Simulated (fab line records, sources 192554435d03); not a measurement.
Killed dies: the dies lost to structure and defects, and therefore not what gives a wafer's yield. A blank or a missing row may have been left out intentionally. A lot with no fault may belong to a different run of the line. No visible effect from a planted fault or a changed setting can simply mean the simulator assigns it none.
Which of the tools did it? ; flow n5 finfet ; at 1 step of a route of 1938, 11 lots with 33 wafers sampled

== WHAT THE GAUGES SHOWED, per wafer ==
N5_BEOL_M14_INSPECT_12: inspects for defects (macro).
lot;measured;on;raw defect count
L616;day 10 23:53;defect inspect-02;3 1 6
L619;day 12 01:16;defect inspect-02;1 1 2
L620;day 12 01:28;defect inspect-02;0 1 2
L623;day 13 03:18;defect inspect-01;1 2 2
L625;day 14 00:00;defect inspect-01;4 0 4
L628;day 14 04:05;defect inspect-01;1 2 0
L630;day 15 00:55;defect inspect-01;1 2 2
L632;day 15 04:15;defect inspect-02;3 1 1
L618;day 17 01:50;defect inspect-02;2 0 3
L639;day 17 20:01;defect inspect-01;4 1 1
L638;day 18 15:13;defect inspect-01;4 1 5

== EACH LOT AND THE TOOL THAT RAN IT (in order: tool; ch and the chambers of the sampled wafers; start) ==
Record: no process step prior to these readings.

== THE ANSWER, worked out from the rows above alone ==
Rule: what is usual is taken from the lots themselves. Put in order of their means at a reading, lots are off if they are a third of the lots or fewer, leave a main group of 4 or more, and stand apart from it by a gap of 3 or more times the standard deviation of the main group's means; of several such gaps the widest counts. The tables above print the reading to a certain number of digits; a main group whose means all agree to those digits is not used. Also off: a lot with no number at a reading for which 4 or more lots have one. All remaining lots with rows at the step are treated as sound.
No lot is off at any reading shown: from this, nothing can be told.

== WHAT WAS PUT IN BY THE SIMULATOR ==
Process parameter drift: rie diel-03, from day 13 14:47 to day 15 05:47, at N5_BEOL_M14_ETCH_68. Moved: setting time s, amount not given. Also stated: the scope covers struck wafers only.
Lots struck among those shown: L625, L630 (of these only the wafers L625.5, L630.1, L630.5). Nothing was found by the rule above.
